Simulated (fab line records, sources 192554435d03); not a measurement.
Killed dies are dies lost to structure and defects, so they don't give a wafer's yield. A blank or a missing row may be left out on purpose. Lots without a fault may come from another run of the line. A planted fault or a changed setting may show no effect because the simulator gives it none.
Chamber matching | flow n5_finfet | N5_FIN_SAQP_SPACER1_ALD_24 on ald_sin-01: 4 sister chambers
The step deposits SiO2, target thk 20.3 nm, pulse time 1 s, purge time 2 s. 4 wafers are shown with their chamber, then 11 later ones without.

WAFERS WITH THEIR CHAMBER
wafer  | chamber | heater_power_w (W)
L082.6 | 2       | 488
L085.4 | 3       | 471
L085.6 | 0       | 440
L090.1 | 1       | 451

WAFERS WITHOUT THEIR CHAMBER
wafer  | heater_power_w (W)
L090.4 | 487
L090.6 | 468
L093.2 | 456
L093.4 | 437
L093.6 | 445
L094.3 | 462
L094.4 | 434
L094.5 | 442
L096.1 | 463
L096.3 | 429
L096.4 | 440

WHICH CHAMBER EACH WENT THROUGH
wafer  | from the rows above          | in truth
L090.4 | 2                            | 2
L090.6 | 3                            | 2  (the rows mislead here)
L093.2 | can't be placed: 1 or 3 or 0 | 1
L093.4 | can't be placed: 0 or 1      | 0
L093.6 | can't be placed: 0 or 1      | 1
L094.3 | can't be placed: 3 or 1      | 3
L094.4 | can't be placed: 0 or 1      | 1
L094.5 | can't be placed: 0 or 1      | 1
L096.1 | can't be placed: 3 or 1      | 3
L096.3 | can't be placed: 0 or 1      | 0
L096.4 | can't be placed: 0 or 1      | 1
Placed correctly: 1 of 11. Can't be placed from these rows: 9 (the true chamber is among the candidates in 9). Placed wrongly: 1.
How it was worked out, from the rows above alone: a wafer's distance from a chamber is the root of the sum, over the readings, of the square of ((its reading less the chamber's mean) divided by the reading's scatter). The wafer belongs to the nearest chamber; if the next one is less than 2 further off, it can't be placed. A chamber's mean is the mean of its shown wafers. The scatter: with one shown wafer a chamber, the root of the mean of the squares of how far each hidden wafer lies from its nearest shown one.
